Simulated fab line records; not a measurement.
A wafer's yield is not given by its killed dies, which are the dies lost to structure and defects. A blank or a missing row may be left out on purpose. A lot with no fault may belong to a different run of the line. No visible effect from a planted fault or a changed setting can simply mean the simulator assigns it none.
fab line records	flow nand-harc
[record] lots = 13	wafers = 39	last-day = 33
route steps=1302 shown P_ZERO_WELL@26 P_STI@85 P_GATE@132 END@1302
lots with no fault: from the same line, run without faults
start-h: hours from the record's first day to the start of the lot's first wafer shown	wait-h: hours from the lot's prior step to this one	" identical to the entry in the row above	L1.1+2: a single row standing in for several wafers	- either no value or no given start	* or withheld: withheld	< > ~ a bound
route shown NAME@n: NAME is a module with steps in the file, n the number in the route of the first one	usual: mean and standard deviation over wafers with no fault	same: alike in all rows	chamber/n: place in a boat	sites: the reading at each site	_std_site: the standard deviation of these	_edge_site: inner sites' mean taken away from outer sites' mean	radius-mm: how far each site lies from the wafer's centre	mask NAME#n: copy n	behind: the tool/chamber that last shaped the wafer	hold: why the lot was held/for how many hours/how that ended	device: which transistor (n, p or np) failed to switch	end of line: tests run on the same wafers once the route is complete	a step without rows: its recipe alone	killed: dies that structure and defects cost at the first sort, which is not the same as the wafer's yield	map: the dies of a wafer, with x for killed, . for not killed, _ for no die there
set.NAME: the setting the step ran with; set.NAME@STEP: the setting that earlier step ran with	model.NAME: the simulator's own value behind a step, which no gauge read
a sample of lots followed through the steps of the route, with each step as a table and each wafer as a row
services: when a tool's chamber went out of use (start-h, in hours from the record's first day, below 0 if earlier), for how many hours, and the reason
[[steps]]
[step NHARC_P_ZERO_WELL_EXPOSE_21]
[recipe] na = 0.6	target-cd-nm = 720	dose-mj = 22.31	mask-id = P_NWELL
lot.wafer	tool	chamber	start-h	wait-h	mask
L242.1+2+5	krf-scanner-04	0	33.03	-	P_NWELL#0
L244.1+4+5	krf-scanner-01	0	52.36	-	P_NWELL#0
L245.3+5+6	krf-scanner-01	0	62.34	-	P_NWELL#0
L247.3+4+6	krf-scanner-01	0	82.35	-	P_PWELL#0
L255.4+5+6	krf-scanner-03	0	162.36	-	P_NWELL#0
L256.1+2+4	krf-scanner-04	0	172.55	-	P_NWELL#0
L257.3+4+5	krf-scanner-03	0	182.66	-	P_NWELL#0
L258.1+4+5	krf-scanner-03	0	192.44	-	P_NWELL#0
L259.1+2+3	krf-scanner-04	0	202.42	-	P_NWELL#0
L260.1+4+5	krf-scanner-03	0	212.69	-	P_NWELL#0
L261.3+5+6	krf-scanner-03	0	222.22	-	P_NWELL#0
L262.2+4+6	krf-scanner-01	0	232.46	-	P_NWELL#0
L263.1+2+5	krf-scanner-03	0	242.30	-	P_NWELL#0
[step NHARC_P_ZERO_WELL_CD_MEAS_24]
[recipe] target-cd-nm = 720	landing-energy-ev = 500
[usual] cd-nm = 720.6/2.3
lot.wafer	tool	chamber	start-h	wait-h	cd-nm
L242.1	cd-sem-03	0	33.19	-	724.1
L242.2	"	0	"	"	722.6
L242.5	"	0	"	"	721.6
L244.1	cd-sem-02	0	52.51	-	716.9
L244.4	"	0	"	"	717.5
L244.5	"	0	"	"	720.3
L245.3	cd-sem-03	0	62.49	-	717.2
L245.5	"	0	"	"	714.6
L245.6	"	0	"	"	716.3
L247.3	cd-sem-03	0	82.50	-	-
L247.4	"	0	"	"	-
L247.6	"	0	"	"	-
L255.4	cd-sem-01	0	162.50	-	722.4
L255.5	"	0	"	"	726.3
L255.6	"	0	"	"	723.7
L256.1	cd-sem-02	0	172.71	-	721.4
L256.2	"	0	"	"	721.6
L256.4	"	0	"	"	722.8
L257.3	cd-sem-03	0	182.81	-	722.6
L257.4	"	0	"	"	723.2
L257.5	"	0	"	"	719.7
L258.1	cd-sem-02	0	192.60	-	719.7
L258.4	"	0	"	"	719.2
L258.5	"	0	"	"	721.0
L259.1	cd-sem-03	0	202.58	-	717.1
L259.2	"	0	"	"	717.6
L259.3	"	0	"	"	720.7
L260.1	cd-sem-01	0	212.84	-	720.4
L260.4	"	0	"	"	720.2
L260.5	"	0	"	"	721.9
L261.3	cd-sem-01	0	222.37	-	719.1
L261.5	"	0	"	"	720.9
L261.6	"	0	"	"	719.5
L262.2	cd-sem-02	0	232.62	-	718.1
L262.4	"	0	"	"	721.1
L262.6	"	0	"	"	719.0
L263.1	cd-sem-03	0	242.46	-	719.5
L263.2	"	0	"	"	718.7
L263.5	"	0	"	"	720.3
[step NHARC_P_ZERO_WELL_INSPECT_43]
[usual] raw-defect-count = 13/6.5
lot.wafer	tool	chamber	start-h	wait-h	raw-defect-count
L242.1	defect-inspect-02	-	38.33	0.6	12
L242.2	"	-	"	"	9
L242.5	"	-	"	"	9
L244.1	defect-inspect-02	-	57.61	0.6	9
L244.4	"	-	"	"	3
L244.5	"	-	"	"	11
L245.3	defect-inspect-01	-	67.37	0.4	7
L245.5	"	-	"	"	20
L245.6	"	-	"	"	25
L247.3	defect-inspect-02	-	87.59	0.4	13
L247.4	"	-	"	"	32
L247.6	"	-	"	"	26
L255.4	defect-inspect-01	-	167.48	0.2	28
L255.5	"	-	"	"	18
L255.6	"	-	"	"	7
L256.1	defect-inspect-01	-	177.83	0.6	17
L256.2	"	-	"	"	15
L256.4	"	-	"	"	14
L257.3	defect-inspect-01	-	187.91	0.4	6
L257.4	"	-	"	"	16
L257.5	"	-	"	"	5
L258.1	defect-inspect-01	-	197.57	0.6	16
L258.4	"	-	"	"	8
L258.5	"	-	"	"	13
L259.1	defect-inspect-02	-	207.54	0.6	7
L259.2	"	-	"	"	5
L259.3	"	-	"	"	11
L260.1	defect-inspect-02	-	217.84	0.6	18
L260.4	"	-	"	"	12
L260.5	"	-	"	"	18
L261.3	defect-inspect-02	-	227.46	0.4	11
L261.5	"	-	"	"	8
L261.6	"	-	"	"	15
L262.2	defect-inspect-01	-	237.46	0.5	12
L262.4	"	-	"	"	8
L262.6	"	-	"	"	22
L263.1	defect-inspect-01	-	247.41	0.6	12
L263.2	"	-	"	"	8
L263.5	"	-	"	"	16
[step NHARC_P_STI_INSPECT_11]
[usual] raw-defect-count = 5.3/2.5
lot.wafer	tool	chamber	start-h	wait-h	raw-defect-count
L242.1	defect-inspect-02	-	54.33	0.0	7
L242.2	"	-	"	"	4
L242.5	"	-	"	"	3
L244.1	defect-inspect-02	-	74.28	0.0	11
L244.4	"	-	"	"	3
L244.5	"	-	"	"	3
L245.3	defect-inspect-01	-	83.19	0.0	4
L245.5	"	-	"	"	3
L245.6	"	-	"	"	3
L255.4	defect-inspect-02	-	182.84	0.0	7
L255.5	"	-	"	"	7
L255.6	"	-	"	"	7
L256.1	defect-inspect-02	-	192.78	0.0	6
L256.2	"	-	"	"	6
L256.4	"	-	"	"	9
L257.3	defect-inspect-01	-	203.01	0.0	3
L257.4	"	-	"	"	5
L257.5	"	-	"	"	3
L258.1	defect-inspect-02	-	214.26	0.0	3
L258.4	"	-	"	"	6
L258.5	"	-	"	"	6
L259.1	defect-inspect-02	-	226.34	0.0	1
L259.2	"	-	"	"	4
L259.3	"	-	"	"	3
L260.1	defect-inspect-02	-	239.59	0.0	4
L260.4	"	-	"	"	6
L260.5	"	-	"	"	7
L261.3	defect-inspect-02	-	239.75	0.0	6
L261.5	"	-	"	"	13
L261.6	"	-	"	"	12
L262.2	defect-inspect-02	-	254.53	0.0	3
L262.4	"	-	"	"	6
L262.6	"	-	"	"	8
L263.1	defect-inspect-01	-	264.18	0.0	15
L263.2	"	-	"	"	6
L263.5	"	-	"	"	4
[step NHARC_P_GATE_DEP_103]
[recipe] target-thk-a = 300	target-thk-nm = 30	temp-c = 400	flow-sccm = 200	rf-w = 350	material = SiON
[usual] heater-power-w = 744/75
lot.wafer	tool	chamber	start-h	wait-h	heater-power-w
L242.2	pecvd-04	1	110.69	0.5	760
L242.1	"	2	"	"	844
L242.5	"	2	"	"	875
L244.1	pecvd-02	0	129.63	0.6	617
L244.5	"	1	"	"	810
L244.4	"	2	"	"	675
L245.3	pecvd-03	2	134.93	0.4	737
L245.5	"	0	"	"	551
L245.6	"	1	"	"	833
L255.6	pecvd-02	1	244.34	0.1	745
L255.5	"	2	"	"	642
L255.4	"	0	"	"	768
L256.2	pecvd-02	2	244.90	0.5	626
L256.1	"	0	"	"	755
L256.4	"	0	"	"	760
L257.3	pecvd-03	1	259.93	0.3	834
L257.4	"	2	"	"	659
L257.5	"	0	"	"	676
L258.1	pecvd-03	1	277.89	0.6	746
L258.5	"	0	"	"	695
L258.4	"	1	"	"	757
L259.3	pecvd-04	0	285.42	0.3	820
L259.1	"	1	"	"	748
L259.2	"	2	"	"	786
L261.3	pecvd-04	2	290.92	0.4	744
L261.5	"	1	"	"	815
L261.6	"	0	"	"	786
L260.1	pecvd-03	0	291.02	0.6	640
L260.4	"	0	"	"	647
L260.5	"	1	"	"	818
L262.2	pecvd-03	2	302.89	0.5	695
L262.6	"	2	"	"	689
L262.4	"	0	"	"	630
L263.2	pecvd-04	0	319.32	0.7	831
L263.1	"	1	"	"	683
L263.5	"	0	"	"	823
[step NHARC_END_SORT_01]
[recipe] temp-c = 25
[usual] killed-at-array = 57/20	killed-at-other = 1.0/1.5	killed-at-periphery = 3.5/2.5	killed-dies = 62/21	killed-open = 3.5/1.9	killed-short = 2.4/1.6
[same] gross-dies = 677
lot.wafer	tool	chamber	start-h	wait-h	hold	killed-at-array	killed-at-other	killed-at-periphery	killed-dies	killed-open	killed-short
L242.1	prober-02	0	575.43	2.5	-	100	0	1	101	2	2
L242.2	prober-02	0	576.23	2.8	-	77	0	1	78	0	4
L242.5	prober-02	0	578.60	3.7	-	100	2	1	103	5	3
L244.1	prober-02	0	590.24	2.5	-	73	2	7	82	4	2
L244.4	prober-02	0	592.65	3.4	-	78	0	5	83	2	2
L244.5	prober-02	0	593.45	3.7	-	74	1	3	78	3	4
L245.3	prober-01	0	606.66	3.1	-	53	0	3	56	2	3
L245.5	prober-01	0	608.27	3.7	-	49	0	2	51	6	0
L245.6	prober-01	0	609.07	4.0	-	33	0	2	35	1	1
L247.3	prober-01	0	639.39	3.1	await-dispo/3.7h/scrap	82	7	588	677	3	2
L247.4	prober-01	0	640.19	3.4	await-dispo/3.7h/scrap	73	5	599	677	3	4
L247.6	prober-01	0	641.79	4.0	await-dispo/3.7h/scrap	83	4	590	677	5	2
L255.4	prober-02	0	706.22	3.4	-	59	1	3	63	3	1
L255.5	prober-02	0	707.03	3.7	-	71	1	4	76	5	3
L255.6	prober-02	0	707.83	4.0	-	74	0	1	75	8	0
L257.3	prober-01	0	710.27	3.1	-	33	0	2	35	4	3
L257.4	prober-01	0	711.08	3.4	-	35	0	1	36	2	2
L257.5	prober-01	0	711.89	3.7	-	40	1	2	43	2	1
L256.1	prober-02	0	711.67	2.5	-	59	0	2	61	3	1
L256.2	prober-02	0	712.46	2.8	-	54	0	1	55	3	3
L256.4	prober-02	0	714.03	3.4	-	52	0	3	55	7	3
L258.1	prober-01	0	757.16	2.6	-	76	0	3	79	6	2
L258.4	prober-01	0	759.56	3.4	-	90	0	3	93	2	5
L258.5	prober-01	0	760.36	3.7	-	77	0	5	82	1	2
L259.1	prober-01	0	764.94	2.5	-	69	0	0	69	2	1
L259.2	prober-01	0	765.75	2.8	-	75	1	1	77	6	2
L259.3	prober-01	0	766.56	3.1	-	61	0	5	66	4	4
L261.3	prober-02	0	766.60	3.1	-	52	0	3	55	4	4
L261.5	prober-02	0	768.21	3.7	-	53	0	3	56	2	6
L261.6	prober-02	0	769.01	4.0	-	64	0	5	69	5	2
L260.1	prober-01	0	772.83	2.5	-	33	2	4	39	5	3
L260.4	prober-01	0	775.21	3.4	-	35	1	2	38	3	3
L260.5	prober-01	0	776.00	3.7	-	28	0	5	33	2	1
L262.2	prober-02	0	780.18	2.8	-	36	1	10	47	1	3
L262.4	prober-02	0	781.80	3.4	-	25	0	12	37	3	1
L262.6	prober-02	0	783.42	4.1	-	32	0	10	42	6	4
L263.1	prober-01	0	793.54	2.5	-	47	1	8	56	1	3
L263.2	prober-01	0	794.32	2.8	-	41	2	1	44	4	2
L263.5	prober-01	0	796.66	3.6	-	51	2	2	55	6	2
// killed by level:class
L242.1 A_CHANNEL_HOLE_D1:chamber-film-flake=38 A_SLIT:chamber-film-flake=24 A_CHANNEL_HOLE_D2:chamber-film-flake=17 A_STAIRCASE:chamber-film-flake=9 A_CHANNEL_FILL_D2:chamber-film-flake=3 A_CONTACT:chamber-film-flake=3 A_ZERO_WELL:chamber-film-flake=2 A_ONON_D1:geometric-particle:short=1
L242.2 A_SLIT:chamber-film-flake=26 A_CHANNEL_HOLE_D2:chamber-film-flake=25 A_CHANNEL_HOLE_D1:chamber-film-flake=13 A_STAIRCASE:chamber-film-flake=7 A_CONTACT:chamber-film-flake=2 P_M0:geometric-particle:short=1 A_CHANNEL_FILL_D1:geometric-particle:short=1 A_WL_FILL:geometric-particle:short=1
L242.5 A_CHANNEL_HOLE_D2:chamber-film-flake=30 A_CHANNEL_HOLE_D1:chamber-film-flake=26 A_SLIT:chamber-film-flake=25 A_STAIRCASE:chamber-film-flake=6 A_WL_FILL:chamber-film-flake=3 A_ZERO_WELL:chamber-film-flake=2 A_CONTACT:chamber-film-flake=2 P_CONTACT:geometric-particle:open=1
L244.1 A_CHANNEL_HOLE_D2:chamber-film-flake=25 A_SLIT:chamber-film-flake=23 A_CONTACT:chamber-film-flake=8 P_CONTACT:chamber-film-flake=5 A_STAIRCASE:chamber-film-flake=4 A_CHANNEL_HOLE_D1:chamber-film-flake=2 A_CHANNEL_FILL_D1:chamber-film-flake=2 A_CHANNEL_FILL_D2:chamber-film-flake=2
L244.4 A_CHANNEL_HOLE_D2:chamber-film-flake=32 A_SLIT:chamber-film-flake=26 A_STAIRCASE:chamber-film-flake=9 P_CONTACT:chamber-film-flake=3 A_CHANNEL_FILL_D1:geometric-particle:short=2 A_CHANNEL_HOLE_D1:chamber-film-flake=2 A_CHANNEL_FILL_D2:chamber-film-flake=2 A_CHANNEL_FILL_D1:geometric-particle:open=1
L244.5 A_CHANNEL_HOLE_D2:chamber-film-flake=28 A_SLIT:chamber-film-flake=24 A_STAIRCASE:chamber-film-flake=6 P_CONTACT:chamber-film-flake=3 A_CHANNEL_HOLE_D1:chamber-film-flake=3 A_CONTACT:chamber-film-flake=3 A_CHANNEL_FILL_D1:chamber-film-flake=2 A_CHANNEL_FILL_D1:geometric-particle:short=1
L245.3 A_CHANNEL_HOLE_D2:chamber-film-flake=35 A_CONTACT:chamber-film-flake=7 A_CHANNEL_FILL_D2:chamber-film-flake=3 A_DECK1_JOINT:geometric-particle:short=2 A_CHANNEL_HOLE_D1:chamber-film-flake=2 A_SGD_CUT:geometric-particle:open=1 A_WL_FILL:geometric-particle:short=1 A_CONTACT:geometric-particle:open=1
L245.5 A_CHANNEL_HOLE_D2:chamber-film-flake=29 A_CONTACT:chamber-film-flake=7 A_CHANNEL_HOLE_D1:chamber-film-flake=4 A_WL_FILL:chamber-film-flake=2 P_CONTACT:geometric-particle:open=1 A_ONON_D1:geometric-particle:open=1 A_DECK1_JOINT:geometric-particle:open=1 A_ONON_D2:geometric-particle:open=1
L245.6 A_CHANNEL_HOLE_D2:chamber-film-flake=21 A_CONTACT:chamber-film-flake=4 A_WL_FILL:chamber-film-flake=3 A_CHANNEL_HOLE_D1:chamber-film-flake=2 A_SLIT:chamber-film-flake=2 P_M0:geometric-particle:open=1 A_ONON_D1:geometric-particle:short=1 P_M0:chamber-film-flake=1
L247.3 P_ZERO_WELL:area-expose=581 A_CHANNEL_HOLE_D1:chamber-film-flake=30 A_SLIT:chamber-film-flake=26 A_CHANNEL_HOLE_D2:chamber-film-flake=8 A_CONTACT:chamber-film-flake=7 THIN_TSV:chamber-film-flake=6 P_CONTACT:chamber-film-flake=5 A_M0:chamber-film-flake=3
L247.4 P_ZERO_WELL:area-expose=592 A_CHANNEL_HOLE_D1:chamber-film-flake=32 A_SLIT:chamber-film-flake=21 P_CONTACT:chamber-film-flake=6 A_CHANNEL_HOLE_D2:chamber-film-flake=5 A_CONTACT:chamber-film-flake=4 THIN_TSV:chamber-film-flake=3 A_WL_FILL:chamber-film-flake=2
L247.6 P_ZERO_WELL:area-expose=586 A_SLIT:chamber-film-flake=31 A_CHANNEL_HOLE_D1:chamber-film-flake=29 A_CHANNEL_HOLE_D2:chamber-film-flake=6 A_CONTACT:chamber-film-flake=6 THIN_TSV:chamber-film-flake=3 P_CONTACT:chamber-film-flake=2 A_WL_FILL:chamber-film-flake=2
L255.4 A_SLIT:chamber-film-flake=25 A_CHANNEL_HOLE_D2:chamber-film-flake=12 A_CHANNEL_HOLE_D1:chamber-film-flake=9 A_CONTACT:chamber-film-flake=6 A_STAIRCASE:chamber-film-flake=3 P_M0:geometric-particle:open=1 A_SGD_CUT:geometric-particle:open=1 A_CONTACT:geometric-particle:open=1
L255.5 A_SLIT:chamber-film-flake=27 A_CHANNEL_HOLE_D2:chamber-film-flake=14 A_CHANNEL_HOLE_D1:chamber-film-flake=11 A_CONTACT:chamber-film-flake=6 A_STAIRCASE:chamber-film-flake=3 A_BONDPAD:chamber-film-flake=3 P_STI:geometric-particle:open=2 P_CONTACT:geometric-particle:short=1
L255.6 A_SLIT:chamber-film-flake=28 A_CHANNEL_HOLE_D2:chamber-film-flake=15 A_CONTACT:chamber-film-flake=8 A_CHANNEL_HOLE_D1:chamber-film-flake=7 A_STAIRCASE:chamber-film-flake=3 A_CONTACT:geometric-particle:open=2 A_DECK1_JOINT:chamber-film-flake=2 P_M0:geometric-particle:open=1
L257.3 A_CHANNEL_HOLE_D1:chamber-film-flake=13 A_CONTACT:chamber-film-flake=5 A_STAIRCASE:chamber-film-flake=3 A_ONON_D2:geometric-particle:short=2 A_CHANNEL_HOLE_D2:chamber-film-flake=2 A_SLIT:chamber-film-flake=2 P_CONTACT:geometric-particle:open=1 A_CHANNEL_FILL_D1:geometric-particle:short=1
L257.4 A_CONTACT:chamber-film-flake=10 A_CHANNEL_HOLE_D1:chamber-film-flake=9 A_CHANNEL_HOLE_D2:chamber-film-flake=4 A_SLIT:chamber-film-flake=4 A_STAIRCASE:chamber-film-flake=3 P_CONTACT:geometric-particle:open=1 A_CHANNEL_HOLE_D1:geometric-particle:open=1 A_ONON_D2:geometric-particle:short=1
L256.1 A_SLIT:chamber-film-flake=26 A_CHANNEL_HOLE_D2:chamber-film-flake=20 A_CHANNEL_HOLE_D1:chamber-film-flake=3 A_M0:geometric-particle:open=2 A_STAIRCASE:chamber-film-flake=2 A_CONTACT:chamber-film-flake=2 A_DECK1_JOINT:geometric-particle:open=1 A_M1:geometric-particle:short=1
L257.5 A_CONTACT:chamber-film-flake=16 A_CHANNEL_HOLE_D1:chamber-film-flake=11 A_STAIRCASE:chamber-film-flake=3 A_SLIT:chamber-film-flake=3 A_BONDPAD:chamber-film-flake=2 P_M0:geometric-particle:open=1 A_ONON_D1:geometric-particle:short=1 A_M0:geometric-particle:open=1
L256.2 A_SLIT:chamber-film-flake=27 A_CHANNEL_HOLE_D2:chamber-film-flake=8 A_CHANNEL_HOLE_D1:chamber-film-flake=7 A_STAIRCASE:chamber-film-flake=3 A_SOURCE_PLATE:geometric-particle:short=2 A_M0:geometric-particle:open=2 A_CONTACT:chamber-film-flake=2 A_CHANNEL_FILL_D1:geometric-particle:short=1
L256.4 A_SLIT:chamber-film-flake=25 A_CHANNEL_HOLE_D2:chamber-film-flake=10 A_CHANNEL_HOLE_D1:chamber-film-flake=3 A_DECK1_JOINT:chamber-film-flake=2 A_SOURCE_PLATE:geometric-particle:short=1 A_ONON_D1:geometric-particle:open=1 A_CHANNEL_FILL_D1:geometric-particle:open=1 A_DECK1_JOINT:geometric-particle:open=1
L258.1 A_CHANNEL_HOLE_D1:chamber-film-flake=31 A_SLIT:chamber-film-flake=29 A_SGD_CUT:chamber-film-flake=5 A_STAIRCASE:chamber-film-flake=3 A_CONTACT:chamber-film-flake=3 P_M0:geometric-particle:open=2 P_CONTACT:geometric-particle:open=1 A_DECK1_JOINT:geometric-particle:open=1
L258.4 A_SLIT:chamber-film-flake=37 A_CHANNEL_HOLE_D1:chamber-film-flake=29 A_SGD_CUT:chamber-film-flake=5 A_STAIRCASE:chamber-film-flake=4 A_DECK1_JOINT:chamber-film-flake=3 A_WL_FILL:geometric-particle:short=2 A_ZERO_WELL:chamber-film-flake=2 A_CONTACT:chamber-film-flake=2
L258.5 A_CHANNEL_HOLE_D1:chamber-film-flake=31 A_SLIT:chamber-film-flake=30 A_CONTACT:chamber-film-flake=6 P_ZERO_WELL:chamber-film-flake=3 A_STAIRCASE:chamber-film-flake=3 A_ZERO_WELL:chamber-film-flake=2 A_M1:chamber-film-flake=2 P_M0:geometric-particle:open=1
L259.1 A_CHANNEL_HOLE_D2:chamber-film-flake=29 A_CHANNEL_HOLE_D1:chamber-film-flake=14 A_STAIRCASE:chamber-film-flake=9 A_SLIT:chamber-film-flake=6 A_CONTACT:chamber-film-flake=3 A_ZERO_WELL:chamber-film-flake=2 A_CHANNEL_FILL_D1:geometric-particle:open=1 A_CHANNEL_FILL_D2:geometric-particle:open=1
L259.2 A_CHANNEL_HOLE_D2:chamber-film-flake=30 A_CHANNEL_HOLE_D1:chamber-film-flake=14 A_STAIRCASE:chamber-film-flake=11 A_SLIT:chamber-film-flake=6 A_CONTACT:chamber-film-flake=5 A_ONON_D1:geometric-particle:open=3 P_M0:geometric-particle:open=1 A_CHANNEL_FILL_D1:geometric-particle:short=1
L259.3 A_CHANNEL_HOLE_D2:chamber-film-flake=23 A_STAIRCASE:chamber-film-flake=10 A_SLIT:chamber-film-flake=9 A_CHANNEL_HOLE_D1:chamber-film-flake=5 P_GATE:chamber-film-flake=4 A_ZERO_WELL:chamber-film-flake=3 A_CONTACT:chamber-film-flake=3 A_CHANNEL_FILL_D2:geometric-particle:short=2
L261.3 A_CHANNEL_HOLE_D2:chamber-film-flake=24 A_CHANNEL_HOLE_D1:chamber-film-flake=9 A_CONTACT:chamber-film-flake=6 A_SLIT:chamber-film-flake=4 P_CONTACT:geometric-particle:open=1 A_CHANNEL_HOLE_D1:geometric-particle:short=1 A_DECK1_JOINT:geometric-particle:open=1 A_DECK1_JOINT:geometric-particle:short=1
L261.5 A_CHANNEL_HOLE_D2:chamber-film-flake=28 A_SLIT:chamber-film-flake=6 A_CHANNEL_HOLE_D1:chamber-film-flake=5 A_CONTACT:chamber-film-flake=5 A_ONON_D1:geometric-particle:short=2 A_CHANNEL_HOLE_D1:geometric-particle:short=2 P_M2:chamber-film-flake=2 A_CHANNEL_FILL_D1:geometric-particle:short=1
L261.6 A_CHANNEL_HOLE_D2:chamber-film-flake=29 A_CHANNEL_HOLE_D1:chamber-film-flake=13 A_SLIT:chamber-film-flake=7 P_ZERO_WELL:chamber-film-flake=3 A_STAIRCASE:chamber-film-flake=3 A_CONTACT:chamber-film-flake=3 P_M0:geometric-particle:open=1 A_ONON_D1:geometric-particle:open=1
L260.1 A_CHANNEL_HOLE_D1:chamber-film-flake=15 A_SLIT:chamber-film-flake=7 A_CONTACT:chamber-film-flake=5 A_CHANNEL_FILL_D1:geometric-particle:short=2 A_CHANNEL_HOLE_D2:chamber-film-flake=2 P_GATE:geometric-particle:open=1 P_M1:geometric-particle:short=1 P_M1:geometric-particle:open=1
L260.4 A_CHANNEL_HOLE_D1:chamber-film-flake=13 A_SLIT:chamber-film-flake=9 A_CHANNEL_FILL_D2:geometric-particle:open=2 A_CHANNEL_FILL_D2:chamber-film-flake=2 A_STAIRCASE:chamber-film-flake=2 A_CONTACT:chamber-film-flake=2 A_CHANNEL_FILL_D2:geometric-particle:short=1 A_WL_FILL:geometric-particle:short=1
L260.5 A_CHANNEL_HOLE_D1:chamber-film-flake=14 P_M2:chamber-film-flake=4 A_SLIT:chamber-film-flake=4 A_CONTACT:chamber-film-flake=3 A_STAIRCASE:chamber-film-flake=2 A_CHANNEL_FILL_D1:geometric-particle:short=1 A_DECK1_JOINT:geometric-particle:open=1 A_CHANNEL_FILL_D2:geometric-particle:open=1
L262.2 A_CONTACT:chamber-film-flake=20 A_SLIT:chamber-film-flake=7 P_STI:chamber-film-flake=3 P_CONTACT:chamber-film-flake=3 P_M1:chamber-film-flake=2 A_ONON_D2:geometric-particle:short=1 A_WL_FILL:geometric-particle:short=1 A_CONTACT:geometric-particle:short=1
L262.4 A_CONTACT:chamber-film-flake=11 P_STI:chamber-film-flake=6 A_SLIT:chamber-film-flake=6 A_STAIRCASE:chamber-film-flake=4 P_ZERO_WELL:chamber-film-flake=2 A_CHANNEL_HOLE_D1:unspecified=2 P_STI:geometric-particle:open=1 P_GATE:geometric-particle:open=1
L262.6 A_SLIT:chamber-film-flake=7 A_CONTACT:chamber-film-flake=7 A_STAIRCASE:chamber-film-flake=4 P_STI:chamber-film-flake=3 A_CHANNEL_HOLE_D1:unspecified=3 A_ONON_D2:geometric-particle:open=2 A_M0:geometric-particle:open=2 P_CONTACT:chamber-film-flake=2
L263.1 A_SLIT:chamber-film-flake=33 P_BONDPAD:chamber-film-flake=5 A_CONTACT:chamber-film-flake=3 P_STI:chamber-film-flake=2 A_CHANNEL_HOLE_D1:chamber-film-flake=2 A_M1:chamber-film-flake=2 A_CHANNEL_FILL_D1:geometric-particle:short=1 A_ONON_D2:geometric-particle:short=1
L263.2 A_SLIT:chamber-film-flake=28 A_CONTACT:chamber-film-flake=6 THIN_TSV:chamber-film-flake=2 P_CONTACT:geometric-particle:short=1 A_CHANNEL_FILL_D2:geometric-particle:short=1 A_SGD_CUT:geometric-particle:open=1 A_M0:geometric-particle:open=1 A_M1:geometric-particle:open=1
L263.5 A_SLIT:chamber-film-flake=33 A_CONTACT:chamber-film-flake=4 A_CHANNEL_FILL_D2:geometric-particle:open=2 A_STAIRCASE:chamber-film-flake=2 THIN_TSV:chamber-film-flake=2 P_M0:geometric-particle:open=1 A_ONON_D1:geometric-particle:open=1 A_DECK1_JOINT:geometric-particle:short=1
[[services]]
tool	chamber	start-h	hours	kind
krf-scanner-04	-	10.00	4.0	pm
krf-scanner-01	-	15.23	1.9	repair
pecvd-02	-	46.10	13.0	pm
krf-scanner-03	-	52.00	4.0	pm
krf-scanner-03	-	64.92	2.5	repair
pecvd-03	2	65.36	15.0	repair
krf-scanner-03	-	84.89	5.4	repair
pecvd-04	-	88.05	13.0	pm
krf-scanner-01	-	110.63	1.5	repair
pecvd-04	0	111.15	6.3	repair
krf-scanner-01	-	140.00	4.0	pm
krf-scanner-01	-	150.90	0.2	repair
krf-scanner-03	-	171.66	1.0	repair
krf-scanner-04	-	182.00	4.0	pm
pecvd-03	-	185.24	13.0	pm
pecvd-02	-	205.66	1.4	repair
pecvd-03	-	220.25	1.8	repair
krf-scanner-03	-	224.00	4.0	pm
krf-scanner-04	-	224.25	10.2	repair
pecvd-02	-	227.10	13.0	pm
krf-scanner-04	-	262.50	8.8	repair
pecvd-03	1	265.51	6.9	repair
pecvd-04	-	269.05	13.0	pm
krf-scanner-01	-	312.00	4.0	pm
[[key]]
[first-sign] step = NHARC_P_ZERO_WELL_EXPOSE_21	reading = mask	direction = changed
[effect] step = NHARC_P_ZERO_WELL_CD_MEAS_24	reading = cd-nm	direction = missing
[effect] step = NHARC_END_SORT_01	reading = killed-at-periphery	direction = up	sigmas = 99+	usual = 3.5	struck = 592.3
[more-kills-born-at] NHARC_P_ZERO_WELL_EXPOSE_21@krf-scanner-01 = 1759
met-at NHARC_P_ZERO_WELL_EXPOSE_21
struck-lots L247
later-rows-left-out L247.3,L247.4,L247.6
tester-left-out L247
not-acting-at NHARC_P_ZERO_WELL_INSPECT_43,NHARC_P_STI_INSPECT_11,NHARC_P_GATE_DEP_103
onset-between 62.34 82.35
[fault] kind = wrong-mask	tool = any	chamber = -	onset-h = 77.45	steps = NHARC_P_ZERO_WELL_EXPOSE_21	aux-copy = P_PWELL#0	scope = struck-lots-only
// tester-left-out: of these lots the tester's yield and bins aren't shown, on N5 and GAA mostly nor the transistor test; their killed dies are dies lost to structure and defects alone, not to doping, threshold or leakage, so they don't give the yield
// later-rows-left-out: the simulator's readings of these wafers behind a module that went badly wrong aren't trusted and aren't shown, but for the sort
